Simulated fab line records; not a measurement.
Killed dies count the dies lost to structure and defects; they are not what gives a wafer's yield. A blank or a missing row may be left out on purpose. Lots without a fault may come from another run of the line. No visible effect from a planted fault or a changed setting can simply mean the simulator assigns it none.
Which of the tools did it? || flow nand-harc || 7 lots (21 wafers sampled), 1 step of a 1302-step route

== WHAT EACH GAUGE READ, for each wafer ==
NHARC_A_ONON_D1_THK_MEAS_18: measures by ellipsometry.
{"lot": "L414", "measured": "day 9 05:22", "on": "film-metro-01", "thk-nm (nm)": "991 990 989"}
{"lot": "L416", "measured": "day 9 15:23", "on": "film-metro-01", "thk-nm (nm)": "1002 1002 1004"}
{"lot": "L418", "measured": "day 10 09:54", "on": "film-metro-02", "thk-nm (nm)": "1010 1008 1012"}
{"lot": "L422", "measured": "day 12 10:14", "on": "film-metro-01", "thk-nm (nm)": "1005 1004 1005"}
{"lot": "L426", "measured": "day 14 07:34", "on": "film-metro-02", "thk-nm (nm)": "1001 1002 1001"}
{"lot": "L432", "measured": "day 16 22:10", "on": "film-metro-01", "thk-nm (nm)": "992 991 990"}
{"lot": "L435", "measured": "day 17 23:16", "on": "film-metro-02", "thk-nm (nm)": "998 999 999"}

== TOOL THAT RAN EACH LOT (tool first, then ch and the chambers of the sampled wafers, then the start) ==
Record: no process step prior to these readings.

== THE ANSWER, worked out from the rows above alone ==
Rule: usual is defined by the lots themselves. Put in order of their means at a reading, lots are off if they are a third of the lots or fewer, leave a main group of 4 or more, and stand apart from it by a gap of 3 or more times the standard deviation of the main group's means; of several such gaps the widest counts. A main group whose means are all the same, to the digits that the tables above print for the reading, isn't used. Also off: a lot with no number at a reading for which 4 or more lots have one. Any other lot the step has rows for is counted as sound.
No lot is off on any of the readings shown, so nothing can be concluded from this.

== WHAT WAS PUT IN BY THE SIMULATOR ==
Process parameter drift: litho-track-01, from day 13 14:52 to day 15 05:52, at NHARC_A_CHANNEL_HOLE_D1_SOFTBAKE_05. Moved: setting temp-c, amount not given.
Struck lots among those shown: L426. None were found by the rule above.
